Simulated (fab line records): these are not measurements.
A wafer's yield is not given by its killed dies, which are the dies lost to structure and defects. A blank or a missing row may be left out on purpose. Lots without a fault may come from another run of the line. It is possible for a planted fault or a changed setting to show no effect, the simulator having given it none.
Which of the tools did it? -- flow n5-finfet -- 24 lots with 72 wafers sampled at 6 steps, on a route of 1938 steps

## WHAT THE GAUGES READ, wafer by wafer
N5_SD_EPI_P_CD_MEAS_09: target cd 240 nm. Usual: cd-nm reads 240.3 nm (standard deviation 0.76).
lot,measured,on,cd-nm (nm),flag
L074,day 3 10:16,cd-sem-01,241.0 240.1 240.6,
L075,day 3 14:22,cd-sem-03,241.4 241.4 240.5,
L076,day 3 16:56,cd-sem-02,241.8 241.8 241.1,
L077,day 4 01:16,cd-sem-01,240.5 240.6 239.7,
L078,day 4 06:12,cd-sem-01,239.5 239.2 240.7,
L079,day 4 11:23,cd-sem-03,240.5 239.6 239.1,
L080,day 4 16:50,cd-sem-02,239.0 239.8 238.2,
L081,day 5 00:31,cd-sem-03,241.5 240.0 240.4,
L082,day 5 04:46,cd-sem-01,240.6 240.5 241.6,
L083,day 5 13:08,cd-sem-03,239.5 239.7 240.7,
L084,day 5 19:00,cd-sem-02,240.7 239.7 240.7,
L085,day 6 02:01,cd-sem-01,240.9 240.8 241.8,
L087,day 6 11:57,cd-sem-03,240.6 241.0 240.9,
L088,day 6 18:12,cd-sem-03,239.9 239.5 239.9,
L086,day 6 21:54,cd-sem-01,240.9 240.3 240.1,
L089,day 7 01:37,cd-sem-03,239.0 239.2 239.3,
L090,day 7 05:37,cd-sem-01,241.6 241.8 240.9,
L091,day 7 12:03,cd-sem-01,241.2 241.0 239.9,
L092,day 7 23:13,cd-sem-03,241.0 241.6 240.4,
L093,day 8 01:03,cd-sem-01,239.7 240.1 240.1,
L094,day 8 09:14,cd-sem-03,239.6 239.2 239.9,
L095,day 8 10:43,cd-sem-03,241.0 241.6 240.3,
L096,day 8 20:06,cd-sem-02,239.8 239.8 239.8,
L097,day 9 04:51,cd-sem-03,240.7 239.8 240.0,

N5_ILD0_THK_MEAS_04. Usual: thk-nm reads 196.9 nm (standard deviation 1.2).
lot,measured,on,thk-nm (nm),flag
L074,day 3 18:22,film-metro-02,197.6 197.4 196.8,
L075,day 3 21:43,film-metro-01,197.2 197.5 196.9,
L076,day 4 01:03,film-metro-02,197.2 196.0 196.0,
L077,day 4 08:33,film-metro-02,197.3 196.1 195.8,
L078,day 4 13:29,film-metro-02,197.7 196.8 197.6,
L079,day 4 19:05,film-metro-02,196.2 196.5 195.8,
L080,day 5 00:37,film-metro-01,197.2 197.7 196.5,
L081,day 5 08:07,film-metro-01,194.1 196.4 195.0,
L082,day 5 12:23,film-metro-02,198.2 196.6 198.6,
L083,day 5 20:44,film-metro-02,196.2 197.6 197.8,
L084,day 6 02:22,film-metro-02,198.3 197.7 200.8,
L085,day 6 09:17,film-metro-01,197.9 196.7 198.6,
L087,day 6 19:59,film-metro-02,196.8 195.3 196.7,
L088,day 7 01:34,film-metro-01,193.9 194.6 195.3,
L086,day 7 05:15,film-metro-01,197.9 197.0 198.0,
L089,day 7 09:22,film-metro-02,196.7 196.7 197.8,
L090,day 7 14:19,film-metro-01,196.3 196.3 194.6,
L091,day 7 20:22,film-metro-01,196.6 197.5 198.5,
L092,day 8 09:01,film-metro-01,197.5 197.6 197.1,
L093,day 8 08:50,film-metro-01,196.2 196.0 196.5,
L094,day 8 16:30,film-metro-02,197.7 197.5 198.6,
L095,day 8 19:51,film-metro-01,197.4 195.9 197.3,
L096,day 9 04:57,film-metro-01,195.8 195.0 194.8,
L097,day 9 13:00,film-metro-01,197.9 196.0 196.5,

## TOOL THAT RAN EACH LOT (tool first, then ch and the chambers of the sampled wafers, then the start)
lot,N5_SD_EPI_N_ETCHBACK_44,N5_SD_EPI_N_SD_RECESS_17,N5_SD_EPI_N_VAPOR_ETCH_50,N5_SD_EPI_P_ETCH_37
L074,"rie-diel-06 ch 1,3, day 3 05:42","rie-si-05 ch 2,3, day 3 05:58","epi-rpcvd-02 ch 0, day 3 06:56","rie-diel-01 ch 0,1, day 3 10:26"
L075,"rie-diel-03 ch 0,1,2, day 3 09:58","rie-si-03 ch 1,2, day 3 10:14","epi-rpcvd-03 ch 0, day 3 11:04","rie-diel-04 ch 0,2,3, day 3 14:34"
L076,"rie-diel-06 ch 0,1,3, day 3 13:08","rie-si-06 ch 1,2,3, day 3 13:25","epi-rpcvd-03 ch 0, day 3 14:14","rie-diel-04 ch 1,3, day 3 17:07"
L077,"rie-diel-03 ch 2,3, day 3 21:21","rie-si-06 ch 1,3, day 3 21:37","epi-rpcvd-03 ch 0, day 3 22:27","rie-diel-05 ch 0,2,3, day 4 01:27"
L078,"rie-diel-06 ch 0,1,3, day 4 02:23","rie-si-03 ch 0,3, day 4 02:39","epi-rpcvd-03 ch 0, day 4 03:29","rie-diel-05 ch 0,3, day 4 06:23"
L079,"rie-diel-06 ch 0,1,3, day 4 07:28","rie-si-05 ch 1,2,3, day 4 07:44","epi-rpcvd-03 ch 0, day 4 08:32","rie-diel-01 ch 0,1,3, day 4 11:37"
L080,"rie-diel-06 ch 1,2,3, day 4 12:33","rie-si-03 ch 1,2, day 4 12:49","epi-rpcvd-03 ch 0, day 4 13:39","rie-diel-05 ch 0,2,3, day 4 17:01"
L081,"rie-diel-03 ch 0,3, day 4 20:29","rie-si-03 ch 0,3, day 4 20:46","epi-rpcvd-02 ch 0, day 4 21:36","rie-diel-04 ch 2,3, day 5 01:02"
L082,"rie-diel-03 ch 0,1,2, day 5 00:53","rie-si-03 ch 0,3, day 5 01:10","epi-rpcvd-01 ch 0, day 5 02:00","rie-diel-04 ch 0,1,3, day 5 05:08"
L083,"rie-diel-06 ch 1,2,3, day 5 09:11","rie-si-05 ch 0,1,3, day 5 09:27","epi-rpcvd-02 ch 0, day 5 10:16","rie-diel-01 ch 1,2,3, day 5 13:19"
L084,"rie-diel-06 ch 0,2,3, day 5 15:11","rie-si-06 ch 0,1,2, day 5 15:27","epi-rpcvd-02 ch 0, day 5 16:16","rie-diel-04 ch 0,2,3, day 5 19:11"
L085,"rie-diel-02 ch 2,3, day 5 22:05","rie-si-06 ch 2,3, day 5 22:22","epi-rpcvd-01 ch 0, day 5 23:10","rie-diel-01 ch 0,3, day 6 02:12"
L087,"rie-diel-03 ch 1,2,3, day 6 08:07","rie-si-06 ch 0,1, day 6 08:23","epi-rpcvd-01 ch 0, day 6 09:14","rie-diel-05 ch 0,1,3, day 6 12:27"
L088,"rie-diel-06 ch 0,2, day 6 14:13","rie-si-03 ch 0,1, day 6 14:29","epi-rpcvd-02 ch 0, day 6 15:22","rie-diel-04 ch 0,1,3, day 6 18:23"
L086,"rie-diel-03 ch 0,2,3, day 6 17:57","rie-si-05 ch 0,2, day 6 18:13","epi-rpcvd-01 ch 0, day 6 19:04","rie-diel-01 ch 1,2, day 6 22:05"
L089,"rie-diel-03 ch 1,2,3, day 6 21:41","rie-si-06 ch 0,2,3, day 6 21:57","epi-rpcvd-03 ch 0, day 6 22:47","rie-diel-05 ch 0,1, day 7 01:50"
L090,"rie-diel-02 ch 0,1, day 7 01:34","rie-si-03 ch 2,3, day 7 01:50","epi-rpcvd-02 ch 0, day 7 02:47","rie-diel-01 ch 0,2, day 7 06:46"
L091,"rie-diel-03 ch 0,2,3, day 7 08:13","rie-si-06 ch 1,2, day 7 08:29","epi-rpcvd-01 ch 0, day 7 09:20","rie-diel-01 ch 2,3, day 7 13:07"
L092,"rie-diel-03 ch 0,2,3, day 7 19:16","rie-si-06 ch 0,2,3, day 7 19:32","epi-rpcvd-03 ch 0, day 7 20:22","rie-diel-05 ch 1,2,3, day 7 23:23"
L093,"rie-diel-02 ch 0,3, day 7 21:05","rie-si-06 ch 0,1,3, day 7 21:22","epi-rpcvd-02 ch 0, day 7 22:12","rie-diel-01 ch 1,2,3, day 8 01:14"
L094,"rie-diel-06 ch 2,3, day 8 05:18","rie-si-06 ch 0,1,3, day 8 05:34","epi-rpcvd-02 ch 0, day 8 06:26","rie-diel-01 ch 0,2,3, day 8 09:25"
L095,"rie-diel-03 ch 0,1,3, day 8 06:41","rie-si-05 ch 0,1, day 8 06:58","epi-rpcvd-01 ch 0, day 8 07:52","rie-diel-05 ch 0,1,2, day 8 11:37"
L096,"rie-diel-06 ch 2,3, day 8 16:13","rie-si-03 ch 0,1,3, day 8 16:29","epi-rpcvd-01 ch 0, day 8 17:17","rie-diel-04 ch 0,1,3, day 8 20:46"
L097,"rie-diel-03 ch 0,1,3, day 9 00:11","rie-si-06 ch 0,1,2, day 9 00:27","epi-rpcvd-03 ch 0, day 9 01:23","rie-diel-04 ch 1,2, day 9 05:04"
- N5_SD_EPI_N_ETCHBACK_44: etches SiNx in CH3F/O2, stops on SiO2, target depth 14.5 nm.
- N5_SD_EPI_N_SD_RECESS_17: chemistry HBr/Cl2/O2, target depth 41 nm, time 23.7 s, bt time 3 s.
- N5_SD_EPI_N_VAPOR_ETCH_50: etches Si in HCl, time 54 s.
- N5_SD_EPI_P_ETCH_37: etches SOC in N2/H2, overetch 108 nm, time 486 s.

## WHAT THE TOOLS THEMSELVES READ (means of the sampled wafers that have a number; where no wafer has one, the mark that the record gives instead)
N5_SD_EPI_N_ETCHBACK_44. Usual: O2_flow_sccm 20.00 sccm, standard deviation 0.062; drypump-motor-current-A 5.8 A, standard deviation 0.42; oes-product-au 0.65 a.u., standard deviation 0.054; rf-vpp-V 298 V, standard deviation 6.7; showerhead-plenum-p-Torr 1.99 Torr, standard deviation 0.073; throttle-valve-pct 16.41 %, standard deviation 0.21.
lot,tool,O2_flow_sccm (sccm),drypump-motor-current-A (A),oes-product-au (a.u.),rf-vpp-V (V),showerhead-plenum-p-Torr (Torr),throttle-valve-pct (%),flag
L074,rie-diel-06,19.99,6.1,0.65,295,1.94,16.57,
L075,rie-diel-03,20.02,5.8,0.67,299,2.01,16.23,
L076,rie-diel-06,20.02,5.7,0.64,295,1.97,16.49,
L077,rie-diel-03,19.97,6.0,0.63,289,1.91,16.36,
L078,rie-diel-06,19.98,5.7,0.64,295,1.97,16.51,
L079,rie-diel-06,19.99,5.7,0.64,294,1.97,16.52,
L080,rie-diel-06,19.99,5.7,0.65,297,1.95,16.55,
L081,rie-diel-03,20.06,6.1,0.65,301,1.97,16.44,
L082,rie-diel-03,19.96,5.8,0.66,298,2.00,16.24,
L083,rie-diel-06,20.04,5.7,0.65,297,1.95,16.57,
L084,rie-diel-06,20.06,5.4,0.65,296,1.98,16.50,
L085,rie-diel-02,20.01,5.4,0.59,307,2.06,16.67,
L087,rie-diel-03,20.00,5.8,0.64,293,1.97,16.28,
L088,rie-diel-06,20.06,5.0,0.62,298,2.04,16.55,
L086,rie-diel-03,20.01,6.0,0.63,297,1.94,16.40,
L089,rie-diel-03,19.98,5.8,0.64,292,1.97,16.27,
L090,rie-diel-02,19.91,6.2,0.77,308,2.10,16.06,
L091,rie-diel-03,20.02,6.0,0.63,295,1.94,16.41,
L092,rie-diel-03,19.91,6.0,0.63,296,1.93,16.41,
L093,rie-diel-02,20.03,6.1,0.79,311,2.05,16.29,
L094,rie-diel-06,20.00,5.6,0.66,294,1.90,16.55,
L095,rie-diel-03,19.95,5.9,0.63,298,1.99,16.38,
L096,rie-diel-06,19.91,5.4,0.65,299,1.95,16.61,
L097,rie-diel-03,19.99,5.9,0.63,298,1.99,16.39,

N5_SD_EPI_N_SD_RECESS_17. Usual: O2_flow_sccm 12.01 sccm, standard deviation 0.037; drypump-motor-current-A 5.5 A, standard deviation 0.36; oes-product-au 0.993 a.u., standard deviation 0.018; throttle-valve-pct 37.2 %, standard deviation 0.3.
lot,tool,O2_flow_sccm (sccm),drypump-motor-current-A (A),oes-product-au (a.u.),throttle-valve-pct (%),flag
L074,rie-si-05,12.02,5.5,1.016,37.1,
L075,rie-si-03,12.02,5.9,0.996,37.3,
L076,rie-si-06,11.99,5.2,0.996,37.1,
L077,rie-si-06,12.00,5.0,1.005,37.1,
L078,rie-si-03,11.99,5.5,0.976,37.3,
L079,rie-si-05,11.96,5.6,1.013,37.3,
L080,rie-si-03,12.00,6.0,1.000,37.3,
L081,rie-si-03,11.96,5.6,0.978,37.4,
L082,rie-si-03,11.99,5.5,0.979,37.3,
L083,rie-si-05,12.00,5.8,1.007,37.2,
L084,rie-si-06,12.02,5.1,0.993,37.1,
L085,rie-si-06,11.97,5.3,0.991,37.2,
L087,rie-si-06,12.05,5.0,1.003,37.1,
L088,rie-si-03,11.99,5.6,0.993,37.4,
L086,rie-si-05,12.04,5.5,1.001,37.3,
L089,rie-si-06,12.00,5.4,0.984,37.0,
L090,rie-si-03,11.99,5.9,0.978,37.2,
L091,rie-si-06,12.02,4.9,1.005,37.3,
L092,rie-si-06,12.01,5.4,0.991,37.0,
L093,rie-si-06,11.97,5.2,0.993,36.9,
L094,rie-si-06,12.02,5.2,0.996,36.9,
L095,rie-si-05,12.00,6.0,1.000,37.4,
L096,rie-si-03,11.99,5.7,0.991,37.5,
L097,rie-si-06,12.02,5.1,1.005,37.1,

N5_SD_EPI_N_VAPOR_ETCH_50. Usual: throttle-valve-pct reads 11.69 % (standard deviation 0.25).
lot,tool,throttle-valve-pct (%),flag
L074,epi-rpcvd-02,11.24,
L075,epi-rpcvd-03,11.86,
L076,epi-rpcvd-03,12.01,
L077,epi-rpcvd-03,11.68,
L078,epi-rpcvd-03,11.80,
L079,epi-rpcvd-03,11.84,
L080,epi-rpcvd-03,11.84,
L081,epi-rpcvd-02,11.46,
L082,epi-rpcvd-01,11.72,
L083,epi-rpcvd-02,11.48,
L084,epi-rpcvd-02,11.47,
L085,epi-rpcvd-01,11.72,
L087,epi-rpcvd-01,11.78,
L088,epi-rpcvd-02,11.54,
L086,epi-rpcvd-01,11.74,
L089,epi-rpcvd-03,11.89,
L090,epi-rpcvd-02,11.48,
L091,epi-rpcvd-01,11.76,
L092,epi-rpcvd-03,11.92,
L093,epi-rpcvd-02,11.40,
L094,epi-rpcvd-02,11.46,
L095,epi-rpcvd-01,11.74,
L096,epi-rpcvd-01,11.78,
L097,epi-rpcvd-03,11.76,

N5_SD_EPI_P_ETCH_37. Usual: drypump-motor-current-A 5.6 A, standard deviation 0.39; oes-product-au 0.70 a.u., standard deviation 0.068; rf-vpp-V 241.0 V, standard deviation 1.1; showerhead-plenum-p-Torr 2.56 Torr, standard deviation 0.069; throttle-valve-pct 23.65 %, standard deviation 0.27.
lot,tool,drypump-motor-current-A (A),oes-product-au (a.u.),rf-vpp-V (V),showerhead-plenum-p-Torr (Torr),throttle-valve-pct (%),flag
L074,rie-diel-01,5.4,0.74,241.0,2.55,23.57,
L075,rie-diel-04,5.4,0.74,242.1,2.65,23.87,
L076,rie-diel-04,5.7,0.70,240.7,2.56,23.56,
L077,rie-diel-05,5.6,0.67,240.9,2.51,23.44,
L078,rie-diel-05,5.5,0.66,241.8,2.50,23.52,
L079,rie-diel-01,5.6,0.70,240.2,2.55,23.54,
L080,rie-diel-05,5.6,0.67,240.4,2.51,23.44,
L081,rie-diel-04,5.6,0.68,240.3,2.59,23.66,
L082,rie-diel-04,5.5,0.73,240.4,2.60,23.79,
L083,rie-diel-01,6.0,0.66,241.5,2.59,23.71,
L084,rie-diel-04,5.4,0.72,242.1,2.64,23.90,
L085,rie-diel-01,5.8,0.65,240.8,2.54,23.48,
L087,rie-diel-05,5.7,0.64,241.1,2.50,23.58,
L088,rie-diel-04,5.5,0.71,241.0,2.60,23.81,
L086,rie-diel-01,6.0,0.81,241.8,2.59,23.62,
L089,rie-diel-05,5.7,0.64,240.1,2.51,23.70,
L090,rie-diel-01,5.4,0.74,240.5,2.50,23.44,
L091,rie-diel-01,6.2,0.86,241.3,2.58,23.39,
L092,rie-diel-05,5.8,0.64,240.2,2.51,23.52,
L093,rie-diel-01,6.0,0.80,241.5,2.58,23.55,
L094,rie-diel-01,5.8,0.79,240.5,2.54,23.42,
L095,rie-diel-05,5.6,0.65,240.4,2.51,23.60,
L096,rie-diel-04,5.5,0.70,242.1,2.59,23.82,
L097,rie-diel-04,5.2,0.64,241.7,2.59,24.06,

## THE ANSWER, worked out from the rows above alone
Rule: lot off if the mean of its wafers having a number is beyond 3 standard deviations from the usual mean. Also off: a lot with no number at a reading for which 4 or more lots have one. All remaining lots with rows at the step are treated as sound. First the gauges in route order, then the tools' own readings, where a lot's mean is used as printed above. At the first step where some lot is off, the reading lying furthest off is the one used; lots without a number count as furthest.
No lot is off at any reading shown: from this, nothing can be told.

## WHAT WAS PUT IN BY THE SIMULATOR
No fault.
